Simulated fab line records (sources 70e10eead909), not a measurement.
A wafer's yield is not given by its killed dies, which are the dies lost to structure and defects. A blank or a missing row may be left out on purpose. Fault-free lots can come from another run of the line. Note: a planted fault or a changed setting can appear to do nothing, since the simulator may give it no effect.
Which of the tools did it?	flow nand_harc	15 lots with 45 wafers sampled at 4 steps, on a route of 1302 steps

WHAT THE GAUGES READ, wafer by wafer
Not one reading of a measure or inspect step in the record can be checked against a usual standard deviation.

WHAT TOOL EACH LOT RAN ON (gives the tool, then ch and the chambers of the sampled wafers, and finally the start)
lot	NHARC_A_CHANNEL_HOLE_D2_ETCH_39	NHARC_A_CHANNEL_HOLE_D2_ETCH_24	NHARC_A_CHANNEL_HOLE_D2_ETCH_25	NHARC_A_CHANNEL_HOLE_D2_ETCH_27
L706	rie_diel-07 ch 0,2,3, day 14 14:24 or earlier	har_etch-02 ch 0,1, day 14 14:24	har_etch-02 ch 0,1, day 14 15:10	har_etch-02 ch 0,1, day 14 16:15
L709	rie_diel-07 ch 0,1,3, day 14 22:46 or earlier	har_etch-01 ch 0,1, day 14 22:46	har_etch-01 ch 0,1, day 14 23:34	har_etch-01 ch 0,1, day 15 00:32
L711	rie_diel-09 ch 0,1, day 15 12:45 or earlier	har_etch-01 ch 0,1, day 15 12:45	har_etch-01 ch 0,1, day 15 13:33	har_etch-01 ch 0,1, day 15 14:24
L713	rie_diel-07 ch 0,3, day 16 03:13 or earlier	har_etch-02 ch 0,1, day 16 03:13	har_etch-02 ch 0,1, day 16 03:59	har_etch-02 ch 0,1, day 16 05:04
L715	rie_diel-07 ch 0,2,3, day 17 10:29 or earlier	har_etch-01 ch 0,1, day 17 10:29	har_etch-01 ch 0,1, day 17 11:17	har_etch-01 ch 0,1, day 17 12:16
L716	rie_diel-09 ch 1,3, day 17 20:39 or earlier	har_etch-01 ch 0,1, day 17 20:39	har_etch-01 ch 0,1, day 17 21:26	har_etch-01 ch 0,1, day 17 22:25
L717	rie_diel-07 ch 0,1,3, day 18 00:40 or earlier	har_etch-02 ch 1, day 18 00:40	har_etch-02 ch 1, day 18 01:25	har_etch-02 ch 1, day 18 02:30
L718	rie_diel-09 ch 0,1, day 18 01:01 or earlier	har_etch-01 ch 0,1, day 18 01:01	har_etch-01 ch 0,1, day 18 01:49	har_etch-01 ch 0,1, day 18 02:46
L719	rie_diel-09 ch 1,2, day 18 11:50 or earlier	har_etch-01 ch 0,1, day 18 11:50	har_etch-01 ch 0,1, day 18 12:37	har_etch-01 ch 0,1, day 18 13:42
L720	rie_diel-09 ch 0,1,3, day 19 09:59 or earlier	har_etch-02 ch 0,1, day 19 09:59	har_etch-02 ch 0,1, day 19 10:46	har_etch-02 ch 0,1, day 19 11:51
L721	rie_diel-08 ch 0,1,3, day 19 17:48 or earlier	har_etch-01 ch 0,1, day 19 17:48	har_etch-01 ch 0,1, day 19 18:36	har_etch-01 ch 0,1, day 19 19:26
L722	rie_diel-09 ch 1,2, day 20 11:53 or earlier	har_etch-01 ch 0,1, day 20 11:53	har_etch-01 ch 0,1, day 20 12:40	har_etch-01 ch 0,1, day 20 13:37
L723	rie_diel-07 ch 2,3, day 20 12:11 or earlier	har_etch-02 ch 0,1, day 20 12:11	har_etch-02 ch 0,1, day 20 12:59	har_etch-02 ch 0,1, day 20 13:49
L725	rie_diel-07 ch 0,3, day 21 05:53 or earlier	har_etch-02 ch 0,1, day 21 05:53	har_etch-02 ch 0,1, day 21 06:40	har_etch-02 ch 0,1, day 21 07:38
L726	rie_diel-07 ch 0,2,3, day 21 10:12 or earlier	har_etch-02 ch 0,1, day 21 10:12	har_etch-02 ch 0,1, day 21 11:00	har_etch-02 ch 0,1, day 21 11:52
- NHARC_A_CHANNEL_HOLE_D2_ETCH_39: etches the open film in N2/H2, target depth 260 nm, time 325 s.
- NHARC_A_CHANNEL_HOLE_D2_ETCH_24: etches the open film in C4F8/O2/Ar, time 906.2 s, target depth 1500 nm.
- NHARC_A_CHANNEL_HOLE_D2_ETCH_25: etches the open film in C4F8/O2/Ar, time 1040.2 s, target depth 1500 nm.
- NHARC_A_CHANNEL_HOLE_D2_ETCH_27: etches the open film in C4F8/O2/Ar, time 90 s, target depth 400 nm.

AS READ BY THE TOOLS THEMSELVES (means over the sampled wafers that have a number; for cases with no such wafer, the mark the record gives instead)
NHARC_A_CHANNEL_HOLE_D2_ETCH_39. Usual: bias_w 150.0 W, standard deviation 0.4; chamber_pressure_mTorr 30.006 mTorr, standard deviation 0.028; drypump_motor_current_A 5.6 A, standard deviation 0.59; oes_product_au 1.000 a.u., standard deviation 0.0067; rf_fwd_power_W 399.1 W, standard deviation 1.2; rf_vpp_V 432.6 V, standard deviation 2; showerhead_plenum_p_Torr 2.11 Torr, standard deviation 0.068; throttle_valve_pct 14.173 %, standard deviation 0.01.
lot	tool	bias_w (W)	chamber_pressure_mTorr (mTorr)	drypump_motor_current_A (A)	oes_product_au (a.u.)	rf_fwd_power_W (W)	rf_vpp_V (V)	showerhead_plenum_p_Torr (Torr)	throttle_valve_pct (%)	flag
L706	rie_diel-07	149.9	29.993	5.6	0.996	400.1	432.3	2.10	14.170	
L709	rie_diel-07	149.8	29.999	6.1	1.008	398.7	432.5	2.12	14.177	
L711	rie_diel-09	150.1	29.992	5.4	1.005	398.8	431.8	2.12	14.171	
L713	rie_diel-07	150.4	30.025	6.0	0.995	399.1	432.1	2.09	14.175	
L715	rie_diel-07	150.2	30.021	5.6	0.998	398.8	432.4	2.10	14.178	
L716	rie_diel-09	149.9	29.998	5.6	1.004	399.8	434.1	2.15	14.173	
L717	rie_diel-07	149.7	30.026	6.1	1.000	400.0	432.4	2.12	14.167	
L718	rie_diel-09	149.9	29.987	5.4	1.003	398.9	432.8	2.12	14.179	
L719	rie_diel-09	150.4	29.983	4.9	0.997	399.3	434.0	2.16	14.182	
L720	rie_diel-09	149.9	29.994	5.5	1.001	398.8	433.3	2.14	14.166	
L721	rie_diel-08	150.4	29.994	5.6	1.000	398.8	431.7	2.05	14.175	
L722	rie_diel-09	150.0	30.014	4.9	1.006	399.5	434.1	2.16	14.180	
L723	rie_diel-07	150.5	30.006	5.7	0.989	398.9	432.2	2.09	14.179	
L725	rie_diel-07	149.5	30.007	6.1	0.992	399.2	431.5	2.07	14.176	
L726	rie_diel-07	149.7	30.018	5.6	0.994	399.8	431.9	2.10	14.178	

NHARC_A_CHANNEL_HOLE_D2_ETCH_24. Usual: c4f8_flow_sccm 93.8 sccm, standard deviation 0.32; chamber_pressure_mTorr 20.000 mTorr, standard deviation 0.018; drypump_motor_current_A 5.69 A, standard deviation 0.25; showerhead_plenum_p_Torr 3.64 Torr, standard deviation 0.049; throttle_valve_pct 32.237 %, standard deviation 0.009.
lot	tool	c4f8_flow_sccm (sccm)	chamber_pressure_mTorr (mTorr)	drypump_motor_current_A (A)	showerhead_plenum_p_Torr (Torr)	throttle_valve_pct (%)	flag
L706	har_etch-02	94.0	19.988	5.84	3.68	32.239	
L709	har_etch-01	94.0	19.985	5.68	3.63	32.243	
L711	har_etch-01	93.9	19.995	5.53	3.64	32.245	
L713	har_etch-02	93.7	19.975	5.84	3.67	32.230	
L715	har_etch-01	94.2	20.009	5.68	3.60	32.226	
L716	har_etch-01	93.4	20.007	5.67	3.60	32.227	
L717	har_etch-02	93.7	20.012	5.58	3.71	32.241	
L718	har_etch-01	93.9	19.986	5.70	3.60	32.232	
L719	har_etch-01	94.3	20.016	5.71	3.60	32.235	
L720	har_etch-02	93.5	19.989	5.84	3.65	32.234	
L721	har_etch-01	93.8	20.001	5.70	3.59	32.238	
L722	har_etch-01	93.8	19.996	5.50	3.61	32.238	
L723	har_etch-02	93.8	20.006	5.84	3.64	32.240	
L725	har_etch-02	93.8	20.006	5.72	3.66	32.244	
L726	har_etch-02	93.8	20.005	5.71	3.66	32.241	

NHARC_A_CHANNEL_HOLE_D2_ETCH_25. Usual: c4f8_flow_sccm 93.84 sccm, standard deviation 0.28; chamber_pressure_mTorr 20.000 mTorr, standard deviation 0.018; drypump_motor_current_A 5.68 A, standard deviation 0.26; showerhead_plenum_p_Torr 3.64 Torr, standard deviation 0.049; throttle_valve_pct 32.235 %, standard deviation 0.0089.
lot	tool	c4f8_flow_sccm (sccm)	chamber_pressure_mTorr (mTorr)	drypump_motor_current_A (A)	showerhead_plenum_p_Torr (Torr)	throttle_valve_pct (%)	flag
L706	har_etch-02	94.08	20.011	5.84	3.68	32.243	
L709	har_etch-01	93.68	20.000	5.68	3.63	32.238	
L711	har_etch-01	93.93	19.994	5.50	3.64	32.230	
L713	har_etch-02	93.70	19.980	5.85	3.66	32.228	
L715	har_etch-01	93.82	20.004	5.67	3.60	32.231	
L716	har_etch-01	93.93	20.010	5.66	3.60	32.233	
L717	har_etch-02	94.10	20.014	5.54	3.71	32.236	
L718	har_etch-01	93.84	20.003	5.67	3.60	32.244	
L719	har_etch-01	93.60	20.002	5.67	3.59	32.233	
L720	har_etch-02	93.76	20.005	5.84	3.65	32.242	
L721	har_etch-01	93.77	20.009	5.68	3.59	32.234	
L722	har_etch-01	93.69	19.996	5.50	3.61	32.239	
L723	har_etch-02	93.65	19.986	5.85	3.64	32.227	
L725	har_etch-02	94.11	19.986	5.71	3.66	32.230	
L726	har_etch-02	93.96	19.995	5.70	3.65	32.244	

NHARC_A_CHANNEL_HOLE_D2_ETCH_27. Usual: bias_v 400 V, standard deviation 4; c4f8_flow_sccm 41.69 sccm, standard deviation 0.11; drypump_motor_current_A 5.69 A, standard deviation 0.25; rf_fwd_power_W 1985 W, standard deviation 6.5; showerhead_plenum_p_Torr 3.68 Torr, standard deviation 0.051; throttle_valve_pct 27.621 %, standard deviation 0.0089.
lot	tool	bias_v (V)	c4f8_flow_sccm (sccm)	drypump_motor_current_A (A)	rf_fwd_power_W (W)	showerhead_plenum_p_Torr (Torr)	throttle_valve_pct (%)	flag
L706	har_etch-02	399	41.67	5.85	1998	3.73	27.620	
L709	har_etch-01	403	41.64	5.69	1982	3.67	27.624	
L711	har_etch-01	400	41.68	5.56	1991	3.69	27.627	
L713	har_etch-02	400	41.58	5.83	1976	3.71	27.615	
L715	har_etch-01	401	41.72	5.70	1988	3.64	27.636	
L716	har_etch-01	402	41.59	5.68	1984	3.64	27.619	
L717	har_etch-02	399	41.74	5.57	1986	3.75	27.627	
L718	har_etch-01	402	41.69	5.70	1982	3.64	27.620	
L719	har_etch-01	403	41.73	5.68	1979	3.63	27.617	
L720	har_etch-02	396	41.68	5.84	1985	3.69	27.618	
L721	har_etch-01	402	41.66	5.68	1985	3.63	27.626	
L722	har_etch-01	-	-	-	-	-	-	OFF
L723	har_etch-02	-	-	-	-	-	-	OFF
L725	har_etch-02	-	-	-	-	-	-	OFF
L726	har_etch-02	396	41.68	5.72	1984	3.70	27.622	

THE ANSWER, worked out from the rows above alone
Rule: a lot counts as off when the mean over its wafers that have a number is more than 3 standard deviations away from the usual mean. A lot without any number at a reading at which 4 lots or more have one is off too. All remaining lots with rows at the step are treated as sound. Order of review: gauges by route order, followed by the tools' own readings, for which a lot's mean as printed above is used. At the first step where some lot is off, the reading lying furthest off is the one used; lots without a number count as furthest.
Off: L722, L723, L725 (NHARC_A_CHANNEL_HOLE_D2_ETCH_27, bias_v). Without a number there: L722, L723, L725.
If a tool, at that step or one of the process steps before it, ran each lot that is off and ran no sound lot following the first of them, it fits. Because NHARC_A_CHANNEL_HOLE_D2_ETCH_39 lacks a start for some lots, the hours and order of its lots are taken from NHARC_A_CHANNEL_HOLE_D2_ETCH_24. None of those tried fits.

WHAT THE SIMULATOR HAD INSERTED
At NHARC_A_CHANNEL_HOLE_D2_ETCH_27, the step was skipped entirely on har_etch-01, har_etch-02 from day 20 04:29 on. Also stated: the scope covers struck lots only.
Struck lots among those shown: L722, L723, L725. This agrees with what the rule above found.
